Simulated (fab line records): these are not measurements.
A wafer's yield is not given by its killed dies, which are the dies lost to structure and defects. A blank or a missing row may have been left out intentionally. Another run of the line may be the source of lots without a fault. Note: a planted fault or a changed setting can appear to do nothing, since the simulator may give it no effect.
fab line records ; flow nand_harc ; part 2 of 2: steps 13 to 22 of 22
record: lots: 5; wafers: 15; last_day: 33
route steps=1302 shown A_CHANNEL_HOLE_D1@468
lots untouched by any fault: they come from a run of this same line in which no faults occurred
start_h: hours from the record's opening day to when the first of the lot's shown wafers began ; wait_h: how many hours have passed since the lot's step before this one ; " same as the row above ; L1.1+2: a single row standing in for several wafers ; - no value, or no start was given ; * or withheld: withheld ; < > ~ a bound
route shown NAME@n: NAME is a module with steps in the file, n the number in the route of the first one ; usual: the fault-free wafers' mean and standard deviation ; same: alike in all rows ; chamber/n: place in a boat ; sites: each site's reading ; _std_site: standard deviation of those values ; _edge_site: the outer-site mean with the inner-site mean subtracted ; radius_mm: for every site, how far away it sits from the centre of the wafer ; mask NAME#n: copy n ; behind: the last tool/chamber to shape the wafer ; hold: the reason the lot was held/the length of the hold in hours/how it ended ; device: the transistor (n, p or np) that didn't switch ; end of line: the tests these same wafers got at the end of their route ; for a step that has no rows: nothing shown but its recipe ; killed: not the wafer's yield, but the dies lost to structure and defects at the first sort ; map: a wafer's dies, marking killed ones x, the rest . and places with no die _
set.NAME: the setting the step ran with; set.NAME@STEP: the setting that earlier step ran with ; model.NAME: the simulator's own value behind a step, which no gauge read
a table for each step, a row for each wafer; lots at some steps of the route
services: a tool's chamber out of use, with start hour (start_h, from the record's first day; less than 0 if before it), hours out, and reason
== steps ==
step: NHARC_A_CHANNEL_HOLE_D1_STRIP_41
recipe: n2_flow_sccm: 150; h2_flow_sccm: 150; ar_flow_sccm: 0; bias_w: 0; chemistry: N2/H2
lot.wafer;tool;chamber;start_h;wait_h
L074.4+5+6;rie_diel-03;1,2,3;190.58;0.4
L080.2+1+6;rie_diel-03;0,1,3;239.88;0.5
L089.4+2+5;rie_diel-03;3,1,3;327.64;0.4
L092.3+6+5;rie_diel-03;2,2,3;372.54;0.4
L097.1+6+5;rie_diel-03;3,0,1;409.48;0.5
step: NHARC_A_CHANNEL_HOLE_D1_STRIP_42
recipe: cf4_flow_sccm: 100; chf3_flow_sccm: 30; ar_flow_sccm: 0; bias_w: 0; chemistry: CF4/CHF3
lot.wafer;tool;chamber;start_h;wait_h
L074.4+6+5;rie_diel-03;0,0,1;190.64;0.1
L080.1+2+6;rie_diel-03;0,2,0;239.97;0.1
L089.2+4+5;rie_diel-03;1,3,2;328.03;0.4
L092.3+5+6;rie_diel-03;1,3,0;372.64;0.1
L097.1+5+6;rie_diel-03;1,3,0;409.56;0.1
step: NHARC_A_CHANNEL_HOLE_D1_STRIP_43
recipe: o2_flow_sccm: 400; cos_flow_sccm: 20; ar_flow_sccm: 0; bias_w: 0; chemistry: O2/COS
lot.wafer;tool;chamber;start_h;wait_h
L074.4+6+5;rie_diel-03;3,2,3;190.71;0.1
L080.2+1+6;rie_diel-03;3,0,3;240.03;0.1
L089.2+4+5;rie_diel-03;2,3,3;328.09;0.1
L092.3+5+6;rie_diel-03;2,0,1;372.70;0.1
L097.1+6+5;rie_diel-03;3,3,0;409.61;0.1
step: NHARC_A_CHANNEL_HOLE_D1_ETCH_44
recipe: target_depth_a: 1400; overetch_a: 140; time_s: 77; ion_energy_ev: 100; cf4_flow_sccm: 80; o2_flow_sccm: 20; ar_flow_sccm: 0; rf_w: 300; bias_w: 100; chemistry: CF4/O2
usual: cf4_flow_sccm: 79.98/0.23; drypump_motor_current_A: 5.5/0.7; oes_f_703_au: 1.001/0.0045; oes_product_au: 1.000/0.0078; rf_vpp_V: 198.1/1.3; showerhead_plenum_p_Torr: 1.35/0.046; throttle_valve_pct: 13.397/0.0091
lot.wafer;tool;chamber;start_h;wait_h;cf4_flow_sccm;drypump_motor_current_A;oes_f_703_au;oes_product_au;rf_hours_counter_h;rf_vpp_V;showerhead_plenum_p_Torr;throttle_valve_pct
L074.4;rie_diel-03;3;190.79;0.1;79.88;4.9;0.999;1.003;6;197.9;1.36;13.407
L074.6;rie_diel-03;0;190.79;0.1;79.42;5.4;1.005;0.992;-;197.4;1.31;13.406
L074.5;rie_diel-03;1;190.79;0.1;79.74;4.8;1.000;1.005;-;197.4;1.30;13.405
L080.2;rie_diel-03;3;240.09;0.1;80.31;4.9;1.001;1.011;10;198.5;1.36;13.381
L080.1;rie_diel-03;1;240.09;0.1;80.05;4.9;0.998;0.998;12;194.7;1.30;13.398
L080.6;rie_diel-03;3;240.09;0.1;80.25;4.9;0.999;0.994;-;198.7;1.36;13.387
L089.2;rie_diel-03;2;328.15;0.1;79.85;6.6;0.996;0.997;2;200.0;1.40;13.397
L089.4;rie_diel-03;1;328.15;0.1;79.81;4.8;1.000;0.998;3;196.3;1.29;13.401
L089.5;rie_diel-03;3;328.15;0.1;79.94;4.9;1.006;0.989;-;199.2;1.36;13.417
L092.3;rie_diel-03;1;372.76;0.1;80.33;4.8;0.998;1.009;8;196.3;1.29;13.381
L092.6;rie_diel-03;1;372.76;0.1;80.10;4.8;1.014;1.013;-;197.2;1.29;13.406
L092.5;rie_diel-03;2;372.76;0.1;79.97;6.6;0.995;0.999;-;198.8;1.39;13.399
L097.1;rie_diel-03;3;409.69;0.1;79.81;4.9;0.997;1.000;9;199.5;1.35;13.400
L097.6;rie_diel-03;1;409.69;0.1;79.67;4.9;1.002;0.994;-;197.6;1.29;13.401
L097.5;rie_diel-03;2;409.69;0.1;80.37;6.6;1.005;1.001;-;197.5;1.39;13.403
step: NHARC_A_CHANNEL_HOLE_D1_STRIP_27
recipe: o2_flow_sccm: 500; ar_flow_sccm: 0; bias_w: 0; chemistry: O2
usual: drypump_motor_current_A: 5.5/0.7; oes_product_au: 1.001/0.0068; rf_vpp_V: 57.9/0.82; showerhead_plenum_p_Torr: 3.55/0.12; throttle_valve_pct: 17.035/0.0095
lot.wafer;tool;chamber;start_h;wait_h;drypump_motor_current_A;oes_product_au;rf_hours_counter_h;rf_vpp_V;showerhead_plenum_p_Torr;throttle_valve_pct
L074.4;rie_diel-03;0;-;-;5.4;1.010;6;57.6;3.46;17.034
L074.5;rie_diel-03;2;-;-;6.6;1.012;-;57.5;3.69;17.048
L074.6;rie_diel-03;3;-;-;4.9;1.004;-;57.6;3.58;17.038
L080.2;rie_diel-03;2;-;-;6.6;1.009;11;58.3;3.68;17.037
L080.1;rie_diel-03;3;-;-;4.9;0.998;10;57.4;3.58;17.040
L080.6;rie_diel-03;1;-;-;4.9;0.993;-;56.8;3.43;17.039
L089.2;rie_diel-03;1;-;-;4.8;1.004;3;57.8;3.43;17.040
L089.4;rie_diel-03;2;-;-;6.6;1.009;3;57.3;3.68;17.025
L089.5;rie_diel-03;1;-;-;4.9;1.007;-;57.7;3.43;17.042
L092.3;rie_diel-03;3;-;-;4.9;0.992;8;59.2;3.58;17.036
L092.6;rie_diel-03;0;-;-;5.4;1.003;-;57.3;3.45;17.042
L092.5;rie_diel-03;1;-;-;4.9;1.011;-;56.8;3.42;17.045
L097.1;rie_diel-03;1;-;-;4.9;1.000;10;58.1;3.42;17.025
L097.5;rie_diel-03;2;-;-;6.6;1.000;-;57.8;3.68;17.040
L097.6;rie_diel-03;3;-;-;4.9;1.000;-;59.5;3.58;17.040
step: NHARC_A_CHANNEL_HOLE_D1_PRECLEAN_28
recipe: time_s: *; temp_c: 50; bath_age_min: 0; chemistry: SC1
usual: bath_guard_temp_C: 49.8/0.38; temp_c: 50.00/0.12
lot.wafer;tool;chamber;start_h;wait_h;bath_guard_temp_C;temp_c
L074.5;wet_bench-02;2;191.42;-;49.4;49.85
L074.4;wet_bench-02;3;191.42;-;49.7;49.94
L074.6;wet_bench-02;6;191.42;-;50.3;49.89
L080.2;wet_bench-03;5;240.75;-;49.9;50.09
L080.1;wet_bench-03;6;240.75;-;49.7;49.84
L080.6;wet_bench-03;0;240.75;-;50.1;49.75
L089.5;wet_bench-06;1;328.81;-;49.2;49.82
L089.4;wet_bench-06;3;328.81;-;49.1;49.95
L089.2;wet_bench-06;5;328.81;-;49.5;50.00
L092.3;wet_bench-03;3;373.42;-;50.0;49.91
L092.5;wet_bench-03;5;373.42;-;49.6;49.85
L092.6;wet_bench-03;6;373.42;-;49.7;50.03
L097.6;wet_bench-03;2;410.33;-;49.5;50.06
L097.5;wet_bench-03;4;410.33;-;49.9;50.03
L097.1;wet_bench-03;5;410.33;-;49.4;50.15
step: NHARC_A_CHANNEL_HOLE_D1_SRD_29
lot.wafer;tool;chamber;start_h;wait_h
L074.5+4+6;wet_bench-02;2,3,6;-;-
L080.2+1+6;wet_bench-03;5,6,0;-;-
L089.5+4+2;wet_bench-06;1,3,5;-;-
L092.3+5+6;wet_bench-03;3,5,6;-;-
L097.6+5+1;wet_bench-03;2,4,5;-;-
step: NHARC_A_CHANNEL_HOLE_D1_CD_MEAS_30
usual: cd_nm: 89.7/1.3
lot.wafer;tool;chamber;start_h;wait_h;cd_nm
L074.4;cd_sem-01;-;191.57;-;90.0
L074.5;cd_sem-01;-;191.57;-;89.0
L074.6;cd_sem-01;-;191.57;-;91.8
L080.1;cd_sem-03;-;240.89;-;89.4
L080.2;cd_sem-03;-;240.89;-;89.5
L080.6;cd_sem-03;-;240.89;-;89.8
L089.2;cd_sem-02;-;328.95;-;88.8
L089.4;cd_sem-02;-;328.95;-;90.0
L089.5;cd_sem-02;-;328.95;-;87.5
L092.3;cd_sem-02;-;373.56;-;88.4
L092.5;cd_sem-02;-;373.56;-;89.5
L092.6;cd_sem-02;-;373.56;-;86.4
L097.1;cd_sem-02;-;410.47;-;89.4
L097.5;cd_sem-02;-;410.47;-;88.0
L097.6;cd_sem-02;-;410.47;-;88.3
step: NHARC_A_CHANNEL_HOLE_D1_XSEM_31
recipe: landing_energy_ev: 35000
usual: bot_cd_nm: 74.1/1.5; bow_nm: 8.66/0.25; tilt_deg: 0.09/0.048
lot.wafer;tool;chamber;start_h;wait_h;bot_cd_nm;bow_nm;tilt_deg
L074.4;xsem-02;0;191.67;0.1;74.4;8.67;0.11
L074.5;xsem-02;0;191.67;0.1;72.5;8.65;0.12
L074.6;xsem-02;0;191.67;0.1;76.0;8.63;0.11
L080.1;xsem-01;0;240.97;0.1;73.6;8.46;0.04
L080.2;xsem-01;0;240.97;0.1;73.8;8.55;0.04
L080.6;xsem-01;0;240.97;0.1;73.9;8.62;0.04
L089.2;xsem-01;0;329.03;0.1;73.3;8.30;0.13
L089.4;xsem-01;0;329.03;0.1;74.1;8.28;0.14
L089.5;xsem-01;0;329.03;0.1;72.1;8.34;0.13
L092.3;xsem-01;0;373.65;0.1;72.6;8.54;0.02
L092.5;xsem-01;0;373.65;0.1;74.0;8.52;0.02
L092.6;xsem-01;0;373.65;0.1;71.3;8.65;0.02
L097.1;xsem-01;0;410.55;0.1;75.0;8.43;0.08
L097.5;xsem-01;0;410.55;0.1;73.1;8.37;0.09
L097.6;xsem-01;0;410.55;0.1;73.7;8.32;0.08
step: NHARC_A_CHANNEL_HOLE_D1_INSPECT_40
usual: raw_defect_count: 74/24
lot.wafer;tool;chamber;start_h;wait_h;raw_defect_count
L074.4;defect_inspect-02;-;191.76;-;50
L074.5;defect_inspect-02;-;191.76;-;59
L074.6;defect_inspect-02;-;191.76;-;63
L080.1;defect_inspect-01;-;241.07;-;87
L080.2;defect_inspect-01;-;241.07;-;103
L080.6;defect_inspect-01;-;241.07;-;89
L089.2;defect_inspect-01;-;329.13;-;73
L089.4;defect_inspect-01;-;329.13;-;79
L089.5;defect_inspect-01;-;329.13;-;52
L092.3;defect_inspect-01;-;373.74;-;88
L092.5;defect_inspect-01;-;373.74;-;84
L092.6;defect_inspect-01;-;373.74;-;75
L097.1;defect_inspect-02;-;410.65;-;70
L097.5;defect_inspect-02;-;410.65;-;81
L097.6;defect_inspect-02;-;410.65;-;88
== services ==
tool;chamber;start_h;hours;kind
rie_diel-03;0;162.62;-;clean
rie_diel-03;1;162.62;-;clean
rie_diel-03;2;162.62;-;clean
rie_diel-03;3;162.62;-;clean
rie_diel-03;2;164.24;6.0;repair
rie_diel-03;-;171.30;0.6;repair
rie_diel-03;0;187.12;-;clean
rie_diel-03;1;187.12;-;clean
rie_diel-03;2;187.12;-;clean
rie_diel-03;3;187.12;-;clean
rie_diel-08;1;189.45;2.6;repair
rie_diel-08;-;190.84;9.0;pm
wet_bench-06;-;193.60;8.0;pm
wet_bench-03;-;210.40;8.0;pm
wet_bench-02;-;244.03;8.0;pm
rie_diel-03;-;281.62;9.0;pm
wet_bench-02;-;296.78;2.9;repair
rie_diel-08;-;367.84;9.0;pm
wet_bench-06;-;369.60;8.0;pm
xsem-01;-;374.00;14.0;pm
rie_diel-08;2;379.29;7.0;repair
har_etch-02;-;380.15;17.0;pm
wet_bench-03;-;386.40;8.0;pm
rie_diel-08;1;401.22;6.6;repair
